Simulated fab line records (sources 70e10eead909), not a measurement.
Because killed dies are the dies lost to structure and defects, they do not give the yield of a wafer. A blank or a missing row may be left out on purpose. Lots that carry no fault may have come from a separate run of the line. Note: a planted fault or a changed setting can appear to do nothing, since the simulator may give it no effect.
What tool caused it?	flow nand harc	24 lots, 72 wafers sampled, at 6 steps of a route of 1302

WHAT EACH GAUGE READ, for each wafer
The record lacks any reading of a measuring or inspecting step that a usual standard deviation could be used to judge.

WHICH TOOL RAN EACH LOT (tool, then ch and the chambers of the sampled wafers, then the start)
lot	NHARC_A_CHANNEL_HOLE_D2_ETCH_26	NHARC_A_CHANNEL_FILL_D2_ALD_03	NHARC_A_STAIRCASE_ETCH_15	NHARC_A_STAIRCASE_TRIM_16	NHARC_A_STAIRCASE_ETCH_21	NHARC_A_STAIRCASE_DESCUM_186
L074	har etch-01 ch 0,1, day 12 13:49	ald sin batch-02 ch 0, day 14 22:21 or earlier	rie diel-08 ch 0,2,3, day 14 22:21 or earlier	rie diel-08 ch 0,3, day 14 22:21 or earlier	rie diel-08 ch 1,2,3, day 14 22:21 or earlier	rie diel-01 ch 1,2, day 14 22:21
L075	har etch-02 ch 0,1, day 12 14:57	ald sin batch-02 ch 0, day 14 23:13 or earlier	rie diel-07 ch 0,1,2, day 14 23:13 or earlier	rie diel-07 ch 0,1,3, day 14 23:13 or earlier	rie diel-07 ch 0,2,3, day 14 23:13 or earlier	rie diel-07 ch 1,2,3, day 14 23:13
L076	har etch-02 ch 0, day 13 13:49	ald sin batch-03 ch 0, day 16 01:23 or earlier	rie diel-07 ch 0,1,2, day 16 01:23 or earlier	rie diel-07 ch 1,2,3, day 16 01:23 or earlier	rie diel-08 ch 1,2, day 16 01:23 or earlier	rie diel-07 ch 0,1,3, day 16 01:23
L078	har etch-02 ch 0,1, day 13 22:29	ald sin batch-01 ch 0, day 16 09:39 or earlier	rie diel-08 ch 1,2, day 16 09:39 or earlier	rie diel-08 ch 0,1,2, day 16 09:39 or earlier	rie diel-01 ch 2,3, day 16 09:39 or earlier	rie diel-01 ch 1,2, day 16 09:39
L079	har etch-02 ch 1, day 14 08:42	ald sin batch-03 ch 0, day 16 19:56 or earlier	rie diel-01 ch 0,1,3, day 16 19:56 or earlier	rie diel-01 ch 0,2,3, day 16 19:56 or earlier	rie diel-07 ch 0,1,2, day 16 19:56 or earlier	rie diel-07 ch 0,1,2, day 16 19:56
L077	har etch-02 ch 0,1, day 14 20:01	ald sin batch-01 ch 0, day 17 05:39 or earlier	rie diel-01 ch 1,2,3, day 17 05:39 or earlier	rie diel-01 ch 2,3, day 17 05:39 or earlier	rie diel-01 ch 0,2,3, day 17 05:39 or earlier	rie diel-08 ch 0,3, day 17 05:39
L080	har etch-01 ch 1, day 14 20:08	ald sin batch-01 ch 0, day 17 06:41 or earlier	rie diel-08 ch 1,2, day 17 06:41 or earlier	rie diel-08 ch 0,1,3, day 17 06:41 or earlier	rie diel-01 ch 1,2, day 17 06:41 or earlier	rie diel-08 ch 0,3, day 17 06:41
L081	har etch-01 ch 0,1, day 16 05:49	ald sin batch-03 ch 0, day 18 14:49 or earlier	rie diel-08 ch 0,2,3, day 18 14:49 or earlier	rie diel-08 ch 2,3, day 18 14:49 or earlier	rie diel-01 ch 1,3, day 18 14:49 or earlier	rie diel-08 ch 1,2, day 18 14:49
L082	har etch-01 ch 0,1, day 16 10:00	ald sin batch-01 ch 0, day 18 20:43 or earlier	rie diel-01 ch 1,2,3, day 18 20:43 or earlier	rie diel-01 ch 0,1,3, day 18 20:43 or earlier	rie diel-07 ch 0,1,2, day 18 20:43 or earlier	rie diel-08 ch 0,1,3, day 18 20:43
L083	har etch-01 ch 0,1, day 16 14:08	ald sin batch-01 ch 0, day 18 20:32 or earlier	rie diel-08 ch 1,2,3, day 18 20:32 or earlier	rie diel-08 ch 0,1,3, day 18 20:32 or earlier	rie diel-07 ch 0,3, day 18 20:32 or earlier	rie diel-01 ch 0,2,3, day 18 20:32
L084	har etch-02 ch 0,1, day 16 22:26	ald sin batch-01 ch 0, day 19 08:20 or earlier	rie diel-08 ch 0,1,3, day 19 08:20 or earlier	rie diel-08 ch 0,2,3, day 19 08:20 or earlier	rie diel-01 ch 0,2,3, day 19 08:20 or earlier	rie diel-07 ch 0,2,3, day 19 08:20
L085	har etch-01 ch 0,1, day 16 22:27	ald sin batch-01 ch 0, day 19 09:03 or earlier	rie diel-08 ch 0,1,3, day 19 09:03 or earlier	rie diel-08 ch 0,1, day 19 09:03 or earlier	rie diel-08 ch 1,2, day 19 09:03 or earlier	rie diel-01 ch 0,2,3, day 19 09:03
L087	har etch-02 ch 0,1, day 17 17:19	ald sin batch-01 ch 0, day 20 03:39 or earlier	rie diel-01 ch 0,1,2, day 20 03:39 or earlier	rie diel-01 ch 1,2,3, day 20 03:39 or earlier	rie diel-07 ch 0,1,2, day 20 03:39 or earlier	rie diel-08 ch 0,1,3, day 20 03:39
L086	har etch-01 ch 1, day 17 19:13	ald sin batch-01 ch 0, day 20 01:39 or earlier	rie diel-08 ch 0,1,2, day 20 01:39 or earlier	rie diel-08 ch 0,2,3, day 20 01:39 or earlier	rie diel-08 ch 0,1,3, day 20 01:39 or earlier	rie diel-01 ch 2,3, day 20 01:39
L088	har etch-02 ch 1, day 18 06:02	ald sin batch-01 ch 0, day 20 17:08 or earlier	rie diel-08 ch 1,3, day 20 17:08 or earlier	rie diel-08 ch 1,2, day 20 17:08 or earlier	rie diel-08 ch 0,3, day 20 17:08 or earlier	rie diel-01 ch 0,1,3, day 20 17:08
L089	har etch-01 ch 0,1, day 18 06:28	ald sin batch-01 ch 0, day 20 17:19 or earlier	rie diel-07 ch 0,3, day 20 17:19 or earlier	rie diel-07 ch 2,3, day 20 17:19 or earlier	rie diel-01 ch 0,2,3, day 20 17:19 or earlier	rie diel-08 ch 1,2,3, day 20 17:19
L090	har etch-02 ch 0,1, day 18 19:49	ald sin batch-03 ch 0, day 21 07:19 or earlier	rie diel-08 ch 1,3, day 21 07:19 or earlier	rie diel-08 ch 1,2, day 21 07:19 or earlier	rie diel-07 ch 0,2,3, day 21 07:19 or earlier	rie diel-01 ch 1,3, day 21 07:19
L091	har etch-01 ch 0,1, day 19 09:49	ald sin batch-01 ch 0, day 22 01:02 or earlier	rie diel-07 ch 0,1,2, day 22 01:02 or earlier	rie diel-07 ch 1,2, day 22 01:02 or earlier	rie diel-01 ch 1,2,3, day 22 01:02 or earlier	rie diel-08 ch 0,3, day 22 01:02
L092	har etch-02 ch 0,1, day 19 12:02	ald sin batch-01 ch 0, day 22 00:07 or earlier	rie diel-08 ch 0,3, day 22 00:07 or earlier	rie diel-08 ch 2,3, day 22 00:07 or earlier	rie diel-08 ch 0,1,3, day 22 00:07 or earlier	rie diel-08 ch 0,1, day 22 00:07
L094	har etch-01 ch 0,1, day 20 14:17	ald sin batch-02 ch 0, day 23 05:38 or earlier	rie diel-01 ch 2,3, day 23 05:38 or earlier	rie diel-01 ch 0,1,2, day 23 05:38 or earlier	rie diel-01 ch 0,1, day 23 05:38 or earlier	rie diel-08 ch 1,2,3, day 23 05:38
L093	har etch-02 ch 0,1, day 20 17:04	ald sin batch-01 ch 0, day 23 09:28 or earlier	rie diel-08 ch 1,2,3, day 23 09:28 or earlier	rie diel-08 ch 2,3, day 23 09:28 or earlier	rie diel-07 ch 1,3, day 23 09:28 or earlier	rie diel-08 ch 1,2, day 23 09:28
L095	har etch-01 ch 0,1, day 21 10:37	ald sin batch-02 ch 0, day 23 21:31 or earlier	rie diel-08 ch 1,2,3, day 23 21:31 or earlier	rie diel-08 ch 0,1,2, day 23 21:31 or earlier	rie diel-08 ch 0,1,2, day 23 21:31 or earlier	rie diel-07 ch 1,2,3, day 23 21:31
L096	har etch-02 ch 0,1, day 21 10:44	ald sin batch-02 ch 0, day 23 21:56 or earlier	rie diel-07 ch 1,2,3, day 23 21:56 or earlier	rie diel-07 ch 0,1,2, day 23 21:56 or earlier	rie diel-08 ch 1,2,3, day 23 21:56 or earlier	rie diel-01 ch 0,2,3, day 23 21:56
L097	har etch-01 ch 1, day 21 23:46	ald sin batch-02 ch 0, day 24 09:21 or earlier	rie diel-08 ch 0,1,3, day 24 09:21 or earlier	rie diel-08 ch 0,1,2, day 24 09:21 or earlier	rie diel-01 ch 1,2,3, day 24 09:21 or earlier	rie diel-01 ch 0,1,3, day 24 09:21
- NHARC_A_CHANNEL_HOLE_D2_ETCH_26: etches the open film in C4F8/O2/Ar, time 224.1 s, target depth 300 nm.
- NHARC_A_CHANNEL_FILL_D2_ALD_03: deposits SiNx, target thk 6 nm, pulse time 60 s, ald cycles 58.
- NHARC_A_STAIRCASE_ETCH_15: etches the open film in C4F8/O2, target depth 100 nm, time 40.5 s.
- NHARC_A_STAIRCASE_TRIM_16: chemistry O2, time 211.2 s.
- NHARC_A_STAIRCASE_ETCH_21: etches the open film in C4F8/O2, target depth 100 nm, time 40.5 s.
- NHARC_A_STAIRCASE_DESCUM_186: chemistry O2, time 3 s.

AS READ BY THE TOOLS THEMSELVES (means over the sampled wafers that have a number; for cases with no such wafer, the mark the record gives instead)
NHARC_A_CHANNEL_HOLE_D2_ETCH_26. Usual: drypump motor current A 6.37 A, standard deviation 0.21; showerhead plenum p Torr 3.73 Torr, standard deviation 0.19; temp c -19.99 C, standard deviation 0.099; throttle valve pct 24.583 %, standard deviation 0.0093.
lot	tool	drypump motor current A (A)	showerhead plenum p Torr (Torr)	temp c (C)	throttle valve pct (%)	flag
L074	har etch-01	6.46	3.69	-20.04	24.577	
L075	har etch-02	6.34	3.47	-20.05	24.581	
L076	har etch-02	6.49	3.49	-19.92	24.585	
L078	har etch-02	6.16	3.82	-19.98	24.587	
L079	har etch-02	5.99	3.99	-19.98	24.583	
L077	har etch-02	6.15	3.82	-19.94	24.581	
L080	har etch-01	6.51	3.62	-19.95	24.588	
L081	har etch-01	6.51	3.64	-19.98	24.580	
L082	har etch-01	6.51	3.64	-20.03	24.586	
L083	har etch-01	6.47	3.66	-20.04	24.590	
L084	har etch-02	6.14	3.98	-20.04	24.587	
L085	har etch-01	6.47	3.65	-19.89	24.592	
L087	har etch-02	6.33	3.97	-20.06	24.578	
L086	har etch-01	6.50	3.59	-19.95	24.580	
L088	har etch-02	6.00	3.96	-20.03	24.577	
L089	har etch-01	6.48	3.64	-20.04	24.587	
L090	har etch-02	6.16	3.96	-19.99	24.585	
L091	har etch-01	6.47	3.61	-20.11	24.575	
L092	har etch-02	6.31	3.95	-19.95	24.585	
L094	har etch-01	6.48	3.62	-19.99	24.593	
L093	har etch-02	6.29	3.95	-20.02	24.581	
L095	har etch-01	6.48	3.62	-19.97	24.574	
L096	har etch-02	6.15	3.94	-20.12	24.589	
L097	har etch-01	6.51	3.56	-19.99	24.586	

NHARC_A_CHANNEL_FILL_D2_ALD_03. Usual: chamber pressure Torr 2.000 Torr, standard deviation 0.0044; precursor pulse height rel 0.999, standard deviation 0.02.
lot	tool	chamber pressure Torr (Torr)	precursor pulse height rel	flag
L074	ald sin batch-02	1.998	0.991	
L075	ald sin batch-02	2.002	0.981	
L076	ald sin batch-03	2.001	0.983	
L078	ald sin batch-01	1.995	1.012	
L079	ald sin batch-03	2.004	0.993	
L077	ald sin batch-01	2.005	0.990	
L080	ald sin batch-01	2.002	0.999	
L081	ald sin batch-03	1.997	0.998	
L082	ald sin batch-01	2.001	0.987	
L083	ald sin batch-01	1.999	1.007	
L084	ald sin batch-01	1.996	1.007	
L085	ald sin batch-01	2.001	0.986	
L087	ald sin batch-01	1.993	0.995	
L086	ald sin batch-01	1.997	0.996	
L088	ald sin batch-01	2.004	1.004	
L089	ald sin batch-01	2.001	1.004	
L090	ald sin batch-03	2.000	1.006	
L091	ald sin batch-01	2.001	1.020	
L092	ald sin batch-01	2.004	0.982	
L094	ald sin batch-02	1.998	0.989	
L093	ald sin batch-01	1.999	0.981	
L095	ald sin batch-02	2.006	1.000	
L096	ald sin batch-02	2.003	0.997	
L097	ald sin batch-02	2.000	1.000	

NHARC_A_STAIRCASE_ETCH_15. Usual: oes product au 0.943 a.u., standard deviation 0.01; rf vpp V 895 V, standard deviation 5.3.
lot	tool	oes product au (a.u.)	rf vpp V (V)	flag
L074	rie diel-08	0.945	893	
L075	rie diel-07	0.943	902	
L076	rie diel-07	0.943	902	
L078	rie diel-08	0.932	892	
L079	rie diel-01	0.950	894	
L077	rie diel-01	0.949	896	
L080	rie diel-08	0.932	893	
L081	rie diel-08	0.954	893	
L082	rie diel-01	0.935	895	
L083	rie diel-08	0.956	891	
L084	rie diel-08	0.938	894	
L085	rie diel-08	0.932	894	
L087	rie diel-01	0.940	894	
L086	rie diel-08	0.945	893	
L088	rie diel-08	0.953	891	
L089	rie diel-07	0.933	897	
L090	rie diel-08	0.949	891	
L091	rie diel-07	0.942	901	
L092	rie diel-08	0.954	892	
L094	rie diel-01	0.944	900	
L093	rie diel-08	0.927	891	
L095	rie diel-08	0.942	890	
L096	rie diel-07	0.942	898	
L097	rie diel-08	0.945	893	

NHARC_A_STAIRCASE_TRIM_16. Usual: drypump motor current A 5.6 A, standard deviation 0.46; oes product au 1.001 a.u., standard deviation 0.0095; rf vpp V 57.6 V, standard deviation 0.98; showerhead plenum p Torr 3.49 Torr, standard deviation 0.14; throttle valve pct 17.036 %, standard deviation 0.0082.
lot	tool	drypump motor current A (A)	oes product au (a.u.)	rf vpp V (V)	showerhead plenum p Torr (Torr)	throttle valve pct (%)	flag
L074	rie diel-08	5.5	1.003	58.3	3.48	17.025	
L075	rie diel-07	5.1	0.993	57.2	3.62	17.042	
L076	rie diel-07	5.5	1.018	58.5	3.61	17.038	
L078	rie diel-08	5.6	1.002	57.3	3.47	17.041	
L079	rie diel-01	5.5	0.999	57.6	3.61	17.034	
L077	rie diel-01	5.7	1.004	57.8	3.66	17.037	
L080	rie diel-08	5.5	1.003	58.1	3.48	17.032	
L081	rie diel-08	5.9	1.005	56.7	3.38	17.041	
L082	rie diel-01	5.4	1.000	57.2	3.46	17.037	
L083	rie diel-08	5.5	1.004	57.2	3.47	17.038	
L084	rie diel-08	5.6	1.008	58.5	3.44	17.035	
L085	rie diel-08	5.4	0.992	57.1	3.48	17.036	
L087	rie diel-01	5.7	0.999	58.4	3.53	17.041	
L086	rie diel-08	5.7	1.002	58.0	3.44	17.036	
L088	rie diel-08	5.9	0.988	56.7	3.37	17.033	
L089	rie diel-07	5.6	0.995	57.6	3.55	17.029	
L090	rie diel-08	5.8	0.992	57.0	3.39	17.035	
L091	rie diel-07	5.8	0.991	58.2	3.72	17.037	
L092	rie diel-08	5.9	1.012	57.6	3.36	17.033	
L094	rie diel-01	5.6	1.003	57.8	3.47	17.042	
L093	rie diel-08	6.0	1.007	57.0	3.35	17.038	
L095	rie diel-08	5.6	0.996	57.3	3.44	17.037	
L096	rie diel-07	5.5	0.999	58.4	3.66	17.031	
L097	rie diel-08	5.6	1.005	58.8	3.43	17.034	

NHARC_A_STAIRCASE_ETCH_21. Usual: oes product au 0.954 a.u., standard deviation 0.018; rf vpp V 896 V, standard deviation 5.6.
lot	tool	oes product au (a.u.)	rf vpp V (V)	flag
L074	rie diel-08	0.946	891	
L075	rie diel-07	0.947	896	
L076	rie diel-08	0.954	892	
L078	rie diel-01	0.977	901	
L079	rie diel-07	0.927	902	
L077	rie diel-01	0.948	900	
L080	rie diel-01	0.976	897	
L081	rie diel-01	0.971	891	
L082	rie diel-07	0.954	902	
L083	rie diel-07	0.976	894	
L084	rie diel-01	0.972	898	
L085	rie diel-08	0.951	891	
L087	rie diel-07	0.956	902	
L086	rie diel-08	0.951	894	
L088	rie diel-08	0.948	896	
L089	rie diel-01	0.934	898	
L090	rie diel-07	0.960	896	
L091	rie diel-01	0.966	896	
L092	rie diel-08	0.937	894	
L094	rie diel-01	0.939	888	
L093	rie diel-07	0.938	900	
L095	rie diel-08	0.951	892	
L096	rie diel-08	0.938	891	
L097	rie diel-01	0.981	903	

NHARC_A_STAIRCASE_DESCUM_186. Usual: drypump motor current A 5.5 A, standard deviation 0.46; oes product au 1.000 a.u., standard deviation 0.01; rf vpp V 57.6 V, standard deviation 0.96; showerhead plenum p Torr 1.90 Torr, standard deviation 0.089; throttle valve pct 11.312 %, standard deviation 0.0098.
lot	tool	drypump motor current A (A)	oes product au (a.u.)	rf vpp V (V)	showerhead plenum p Torr (Torr)	throttle valve pct (%)	flag
L074	rie diel-01	5.8	1.006	57.2	1.86	11.305	
L075	rie diel-07	5.5	1.008	58.5	1.96	11.310	
L076	rie diel-07	5.1	1.005	58.5	1.96	11.307	
L078	rie diel-01	5.8	0.999	56.7	1.86	11.300	
L079	rie diel-07	5.5	1.005	58.5	2.01	11.313	
L077	rie diel-08	5.3	1.007	58.0	1.91	11.311	
L080	rie diel-08	5.2	1.009	57.8	1.91	11.310	
L081	rie diel-08	5.8	0.994	56.8	1.84	11.316	
L082	rie diel-08	5.4	0.990	57.4	1.88	11.308	
L083	rie diel-01	5.4	1.004	56.9	1.95	11.319	
L084	rie diel-07	5.2	0.997	58.1	1.92	11.306	
L085	rie diel-01	5.4	0.994	58.0	1.95	11.318	
L087	rie diel-08	5.5	1.001	56.8	1.87	11.307	
L086	rie diel-01	5.6	1.002	58.7	1.98	11.309	
L088	rie diel-01	5.4	1.000	56.6	1.87	11.307	
L089	rie diel-08	5.8	0.991	57.9	1.83	11.314	
L090	rie diel-01	5.7	1.003	57.7	1.84	11.314	
L091	rie diel-08	5.5	1.001	57.3	1.87	11.311	
L092	rie diel-08	5.4	0.998	56.8	1.88	11.321	
L094	rie diel-08	5.8	1.006	56.7	1.83	11.312	
L093	rie diel-08	5.8	1.000	57.4	1.83	11.317	
L095	rie diel-07	5.5	0.993	57.7	1.94	11.307	
L096	rie diel-01	5.4	0.997	57.5	1.94	11.313	
L097	rie diel-01	5.4	1.006	57.4	1.96	11.322	

THE ANSWER, worked out from the rows above alone
Rule: lot off if the mean of its wafers having a number is beyond 3 standard deviations from the usual mean. A lot without any number at a reading at which 4 lots or more have one is off too. All remaining lots with rows at the step are treated as sound. After the gauges, taken in route order, come the tools' own readings; for these a lot's mean is taken, as printed above. The first step at which some lot is off is used, and at that step the reading that is off furthest; a lot without a number counts as furthest.
No lot is off on any of the readings shown, so nothing can be concluded from this.

WHAT THE SIMULATOR PUT IN
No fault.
